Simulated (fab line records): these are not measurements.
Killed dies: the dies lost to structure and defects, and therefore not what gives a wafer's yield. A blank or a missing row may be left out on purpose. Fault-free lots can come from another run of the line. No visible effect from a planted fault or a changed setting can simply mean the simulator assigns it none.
The tool behind it: which one? / flow n5 finfet / 11 lots with 33 wafers sampled at 2 steps, on a route of 1938 steps

WHAT EACH GAUGE READ, for each wafer
N5_BEOL_M15_OVL_MEAS_29.
lot=L620; measured=day 11 20:42; on=overlay-02; M15_OVL (nm)=-2 -2 5
lot=L622; measured=day 12 11:15; on=overlay-01; M15_OVL (nm)=-2 8 0
lot=L624; measured=day 12 20:28; on=overlay-02; M15_OVL (nm)=-1 -1 -6
lot=L625; measured=day 13 00:26; on=overlay-01; M15_OVL (nm)=62 59 59
lot=L626; measured=day 13 00:56; on=overlay-01; M15_OVL (nm)=61 61 55
lot=L629; measured=day 14 00:23; on=overlay-02; M15_OVL (nm)=3 3 -2
lot=L630; measured=day 14 06:25; on=overlay-02; M15_OVL (nm)=-5 -9 -2
lot=L634; measured=day 15 01:05; on=overlay-01; M15_OVL (nm)=1 0 2
lot=L635; measured=day 15 04:14; on=overlay-02; M15_OVL (nm)=-8 1 -3
lot=L636; measured=day 16 02:37; on=overlay-02; M15_OVL (nm)=4 -3 -1
lot=L639; measured=day 16 10:06; on=overlay-02; M15_OVL (nm)=-5 -9 -11

EACH LOT AND THE TOOL THAT RAN IT (in order: tool; ch and the chambers of the sampled wafers; start)
lot=L620; N5_BEOL_M15_EXPOSE_25=krf scanner-02 ch 0, day 11 20:31
lot=L622; N5_BEOL_M15_EXPOSE_25=krf scanner-01 ch 0, day 12 11:02
lot=L624; N5_BEOL_M15_EXPOSE_25=krf scanner-01 ch 0, day 12 20:16
lot=L625; N5_BEOL_M15_EXPOSE_25=krf scanner-01 ch 0, day 13 00:14
lot=L626; N5_BEOL_M15_EXPOSE_25=krf scanner-01 ch 0, day 13 00:44
lot=L629; N5_BEOL_M15_EXPOSE_25=krf scanner-02 ch 0, day 14 00:11
lot=L630; N5_BEOL_M15_EXPOSE_25=krf scanner-02 ch 0, day 14 06:12
lot=L634; N5_BEOL_M15_EXPOSE_25=krf scanner-02 ch 0, day 15 00:53
lot=L635; N5_BEOL_M15_EXPOSE_25=krf scanner-02 ch 0, day 15 04:01
lot=L636; N5_BEOL_M15_EXPOSE_25=krf scanner-02 ch 0, day 16 02:25
lot=L639; N5_BEOL_M15_EXPOSE_25=krf scanner-02 ch 0, day 16 09:53
- N5_BEOL_M15_EXPOSE_25: exposes mask M15, target cd 400 nm.

THE ANSWER, worked out from the rows above alone
Rule: usual is defined by the lots themselves. Put in order of their means at a reading, lots are off if they are a third of the lots or fewer, leave a main group of 4 or more, and stand apart from it by a gap of 3 or more times the standard deviation of the main group's means; of several such gaps the widest counts. A main group is skipped when, at the precision printed for the reading in the tables above, its means are all equal. A lot without any number at a reading at which 4 lots or more have one is off too. All remaining lots with rows at the step are treated as sound.
Off: at N5_BEOL_M15_OVL_MEAS_29 (M15_OVL), L625, L626. The main group has a mean of -2 nm with a standard deviation of 3.3.
A tool fits if, at a process step before that reading, it ran every lot that is off, and no sound lot after the first of them. Those tools and the gauges at N5_BEOL_M15_OVL_MEAS_29 are tried in the same way. One fits: N5_BEOL_M15_EXPOSE_25 on krf scanner-01. Its last sound lot is L624 (day 12 20:16), its first lot that is off L625 (day 13 00:14): a fault that began between those two fits.

WHAT THE SIMULATOR PUT IN
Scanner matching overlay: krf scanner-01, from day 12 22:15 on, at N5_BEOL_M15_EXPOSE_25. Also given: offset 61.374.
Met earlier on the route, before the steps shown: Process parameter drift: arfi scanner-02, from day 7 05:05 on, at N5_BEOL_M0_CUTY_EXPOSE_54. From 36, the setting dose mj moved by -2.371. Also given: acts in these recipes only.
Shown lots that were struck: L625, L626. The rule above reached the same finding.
